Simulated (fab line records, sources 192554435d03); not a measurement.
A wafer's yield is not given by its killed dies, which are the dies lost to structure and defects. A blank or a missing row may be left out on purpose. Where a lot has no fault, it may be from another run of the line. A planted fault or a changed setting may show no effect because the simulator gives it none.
Which tool was responsible? | flow n5Finfet | 24 lots, 72 wafers sampled, at 4 steps of a route of 1938

## WHAT EACH GAUGE READ, for each wafer
N5_GATE_CUT_INSPECT_26: inspects for defects (darkfield).
lot  | measured     | on               | rawDefectCount
L074 | day 4 16:41  | defectInspect-01 | 15 28 23
L075 | day 4 23:26  | defectInspect-02 | 154 82 53
L076 | day 5 11:11  | defectInspect-02 | 35 25 10
L077 | day 5 15:49  | defectInspect-02 | 30 37 19
L078 | day 5 18:29  | defectInspect-01 | 67 46 93
L079 | day 6 02:12  | defectInspect-02 | 85 65 54
L080 | day 6 03:40  | defectInspect-01 | 34 42 38
L081 | day 6 09:48  | defectInspect-01 | 57 38 36
L082 | day 6 15:08  | defectInspect-01 | 21 41 26
L083 | day 6 23:03  | defectInspect-02 | 58 30 37
L084 | day 7 06:19  | defectInspect-02 | 45 37 49
L085 | day 7 12:10  | defectInspect-02 | 61 33 62
L086 | day 7 19:37  | defectInspect-01 | 78 37 119
L087 | day 7 21:42  | defectInspect-01 | 41 29 22
L088 | day 8 05:08  | defectInspect-02 | 29 55 18
L089 | day 8 08:39  | defectInspect-01 | 55 17 20
L090 | day 8 17:17  | defectInspect-02 | 57 53 35
L091 | day 8 22:28  | defectInspect-01 | 33 36 38
L092 | day 9 06:11  | defectInspect-01 | 38 36 41
L093 | day 9 09:43  | defectInspect-01 | 56 52 47
L094 | day 9 18:50  | defectInspect-02 | 43 56 47
L095 | day 9 20:57  | defectInspect-02 | 29 31 47
L096 | day 10 05:25 | defectInspect-01 | 35 41 51
L097 | day 10 12:05 | defectInspect-02 | 33 142 50

N5_MOL_CONTACT_COAG_OVL_MEAS_09.
lot  | measured     | on         | CA_OVL (nm)
L074 | day 4 17:01  | overlay-01 | 0.3 0.6 0.7
L075 | day 4 23:53  | overlay-01 | -1.1 -0.2 0.1
L076 | day 5 11:38  | overlay-02 | 1.5 1.1 -0.4
L077 | day 5 16:09  | overlay-02 | -0.6 -0.4 -0.4
L078 | day 5 18:49  | overlay-02 | 0.5 1.4 0.5
L079 | day 6 02:32  | overlay-02 | -0.1 0.2 -0.6
L080 | day 6 04:07  | overlay-02 | -1.1 -1.4 -1.9
L081 | day 6 10:08  | overlay-02 | -1.4 -0.8 0.8
L082 | day 6 15:28  | overlay-02 | -0.1 -1.3 -0.5
L083 | day 6 23:31  | overlay-02 | -0.6 -1.1 -1.1
L084 | day 7 06:47  | overlay-01 | 0.7 1.0 -0.2
L085 | day 7 12:30  | overlay-02 | -0.5 0.7 -0.2
L086 | day 7 19:57  | overlay-01 | -0.2 -0.3 1.4
L087 | day 7 22:10  | overlay-02 | 0.7 0.2 1.1
L088 | day 8 05:29  | overlay-02 | 0.6 0.7 0.6
L089 | day 8 09:06  | overlay-02 | -0.1 0.7 -0.1
L090 | day 8 17:38  | overlay-02 | -0.5 0.8 1.4
L091 | day 8 22:56  | overlay-01 | -0.4 0.7 -0.2
L092 | day 9 06:38  | overlay-02 | -0.1 0.5 0.2
L093 | day 9 10:03  | overlay-02 | 0.0 0.4 0.0
L094 | day 9 19:18  | overlay-01 | -1.1 0.9 -0.8
L095 | day 9 21:25  | overlay-02 | 0.9 -0.4 0.3
L096 | day 10 05:53 | overlay-02 | -1.9 -1.1 -1.3
L097 | day 10 12:26 | overlay-02 | -0.2 1.2 0.1

N5_MOL_CONTACT_COAG_INSPECT_10: inspects for defects (brightfield).
lot  | measured     | on               | rawDefectCount
L074 | day 4 17:04  | defectInspect-02 | 44 60 52
L075 | day 4 23:56  | defectInspect-02 | 276 141 107
L076 | day 5 11:41  | defectInspect-01 | 65 41 36
L077 | day 5 16:12  | defectInspect-01 | 64 66 48
L078 | day 5 18:52  | defectInspect-01 | 125 87 156
L079 | day 6 02:35  | defectInspect-02 | 132 113 105
L080 | day 6 04:11  | defectInspect-02 | 58 71 89
L081 | day 6 10:11  | defectInspect-02 | 104 77 50
L082 | day 6 15:31  | defectInspect-02 | 45 65 59
L083 | day 6 23:34  | defectInspect-02 | 95 47 66
L084 | day 7 06:50  | defectInspect-01 | 68 71 82
L085 | day 7 12:34  | defectInspect-01 | 119 69 105
L086 | day 7 20:00  | defectInspect-01 | 141 80 194
L087 | day 7 22:13  | defectInspect-01 | 68 46 51
L088 | day 8 05:32  | defectInspect-01 | 58 77 44
L089 | day 8 09:10  | defectInspect-01 | 105 34 31
L090 | day 8 17:40  | defectInspect-01 | 102 73 67
L091 | day 8 22:59  | defectInspect-01 | 50 72 93
L092 | day 9 06:41  | defectInspect-01 | 84 60 78
L093 | day 9 10:05  | defectInspect-01 | 104 89 74
L094 | day 9 19:21  | defectInspect-02 | 83 103 86
L095 | day 9 21:28  | defectInspect-02 | 51 50 89
L096 | day 10 05:56 | defectInspect-01 | 62 67 88
L097 | day 10 12:29 | defectInspect-01 | 69 209 103

## WHICH TOOL RAN EACH LOT (tool, then ch and the chambers of the sampled wafers, then the start)
lot  | N5_GATE_CUT_CUT_ETCH_53
L074 | rieMetal-01 ch 0, day 4 13:25
L075 | rieMetal-01 ch 0,1, day 4 19:53
L076 | rieMetal-03 ch 0,1, day 5 08:13
L077 | rieMetal-02 ch 0,1, day 5 12:50
L078 | rieMetal-02 ch 0,1, day 5 15:31
L079 | rieMetal-01 ch 0,1, day 5 22:22
L080 | rieMetal-02 ch 1, day 6 00:37
L081 | rieMetal-03 ch 0,1, day 6 06:50
L082 | rieMetal-02 ch 0,1, day 6 11:59
L083 | rieMetal-01 ch 0,1, day 6 20:05
L084 | rieMetal-01 ch 0,1, day 7 03:22
L085 | rieMetal-03 ch 0,1, day 7 08:52
L086 | rieMetal-02 ch 0,1, day 7 16:38
L087 | rieMetal-02 ch 0,1, day 7 18:44
L088 | rieMetal-02 ch 1, day 8 01:45
L089 | rieMetal-03 ch 1, day 8 05:26
L090 | rieMetal-03 ch 0, day 8 14:05
L091 | rieMetal-01 ch 1, day 8 19:03
L092 | rieMetal-03 ch 1, day 9 02:57
L093 | rieMetal-01 ch 0,1, day 9 06:46
L094 | rieMetal-02 ch 0,1, day 9 15:49
L095 | rieMetal-01 ch 0,1, day 9 17:59
L096 | rieMetal-02 ch 0,1, day 10 01:42
L097 | rieMetal-03 ch 0,1, day 10 09:07
- N5_GATE_CUT_CUT_ETCH_53: etches W in SF6/Cl2, target depth 79.2 nm.

## AS READ BY THE TOOLS THEMSELVES (means over the sampled wafers that have a number; for cases with no such wafer, the mark the record gives instead)
N5_GATE_CUT_CUT_ETCH_53.
lot  | tool        | drypumpMotorCurrentA (A) | etchRfOnTimeS (s) | oesProductAu (a.u.) | throttleValvePct (%)
L074 | rieMetal-01 | 6.2                      | 25.5              | 0.54                | 28.67
L075 | rieMetal-01 | 5.8                      | 25.7              | 0.56                | 28.78
L076 | rieMetal-03 | 5.5                      | 26.4              | 0.62                | 29.06
L077 | rieMetal-02 | 5.8                      | 26.4              | 0.55                | 28.96
L078 | rieMetal-02 | 5.8                      | 26.2              | 0.55                | 28.96
L079 | rieMetal-01 | 5.8                      | 26.1              | 0.55                | 28.78
L080 | rieMetal-02 | 5.8                      | 25.0              | 0.59                | 28.88
L081 | rieMetal-03 | 5.5                      | 26.0              | 0.63                | 29.07
L082 | rieMetal-02 | 5.7                      | 25.5              | 0.57                | 28.92
L083 | rieMetal-01 | 5.8                      | 25.5              | 0.56                | 28.78
L084 | rieMetal-01 | 5.8                      | 25.6              | 0.56                | 28.78
L085 | rieMetal-03 | 5.7                      | 26.3              | 0.67                | 29.06
L086 | rieMetal-02 | 5.8                      | 25.4              | 0.57                | 28.92
L087 | rieMetal-02 | 5.8                      | 26.2              | 0.54                | 28.96
L088 | rieMetal-02 | 5.8                      | 25.1              | 0.58                | 28.89
L089 | rieMetal-03 | 5.3                      | 26.5              | 0.57                | 29.07
L090 | rieMetal-03 | 5.9                      | 26.5              | 0.71                | 29.06
L091 | rieMetal-01 | 5.0                      | 25.5              | 0.59                | 28.96
L092 | rieMetal-03 | 5.3                      | 26.8              | 0.56                | 29.06
L093 | rieMetal-01 | 5.4                      | 25.9              | 0.69                | 28.74
L094 | rieMetal-02 | 5.8                      | 26.0              | 0.76                | 28.78
L095 | rieMetal-01 | 5.4                      | 26.1              | 0.68                | 28.75
L096 | rieMetal-02 | 5.7                      | 25.6              | 0.66                | 28.84
L097 | rieMetal-03 | 5.7                      | 26.2              | 0.66                | 29.07

## THE ANSWER, worked out from the rows above alone
Rule: the usual values come from the lots themselves. The widest of any qualifying gaps counts: lots, ordered by their means at a reading, are off when they make up no more than a third of the lots, leave a main group of 4 or more, and stand apart from it by 3 or more times the standard deviation of that group's means. The tables above print the reading to a certain number of digits; a main group whose means all agree to those digits is not used. Also off: a lot with no number at a reading for which 4 or more lots have one. Any other lot the step has rows for is counted as sound. First the gauges in route order, then the tools' own readings, where a lot's mean is used as printed above. The first step at which some lot is off is used, and at that step the reading that is off furthest; a lot without a number counts as furthest.
No lot is off at any reading shown: from this, nothing can be told.

## WHAT WAS PUT IN BY THE SIMULATOR
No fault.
